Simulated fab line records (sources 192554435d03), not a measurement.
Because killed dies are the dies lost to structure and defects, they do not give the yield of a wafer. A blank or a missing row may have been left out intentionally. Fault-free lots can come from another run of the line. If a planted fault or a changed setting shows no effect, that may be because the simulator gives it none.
Matching of chambers    flow n5-finfet    N5_MOL_CONTACT_COAG_ALD_131 on ald-sin-03 has 4 sister chambers
The step deposits SiO2, target thk 5 nm, pulse time 1 s, co reactant pulse time 1 s. 8 wafers are shown with their chamber, then 11 later ones without.

== WAFERS, EACH WITH ITS CHAMBER ==
wafer   chamber  heater-power-w (W)  susceptor-temp-C (C)
L075.5  0        73                  100.01
L079.3  0        74                  99.94
L085.4  1        83                  99.84
L088.6  2        76                  100.09
L090.2  2        77                  99.89
L090.4  3        93                  99.90
L090.6  3        91                  99.90
L091.2  1        86                  99.95

== WAFERS WHOSE CHAMBER IS MISSING ==
wafer   heater-power-w (W)  susceptor-temp-C (C)
L091.4  80                  99.82
L091.5  79                  100.15
L094.3  85                  99.78
L094.4  75                  99.93
L094.5  90                  100.12
L095.2  79                  100.13
L095.3  90                  99.89
L095.5  77                  100.15
L096.2  72                  99.78
L096.4  91                  99.83
L096.6  74                  100.09

== EACH ONE'S CHAMBER ==
wafer   from the rows above           in truth
L091.4  can't be placed: 2 or 1 or 0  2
L091.5  can't be placed: 2 or 0       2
L094.3  1                             1
L094.4  can't be placed: 0 or 2       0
L094.5  can't be placed: 3 or 1       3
L095.2  can't be placed: 2 or 0       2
L095.3  3                             3
L095.5  can't be placed: 2 or 0       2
L096.2  can't be placed: 0 or 2       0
L096.4  3                             3
L096.6  can't be placed: 0 or 2       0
3 of 11 placed correctly. Can't be placed from these rows: 8 (the true chamber is among the candidates in 8). Wrongly placed: 0.
How it was worked out, from the rows above alone: a wafer's distance from a chamber is the root of the sum, over the readings, of the square of ((its reading less the chamber's mean) divided by the reading's scatter). The wafer belongs to the nearest chamber; if the next one is less than 2 further off, it can't be placed. Each chamber's mean is taken over the wafers shown for it. The scatter: take each reading less its chamber's mean, square it, sum over the shown wafers, divide by the number of wafers less the number of chambers, and take the root.
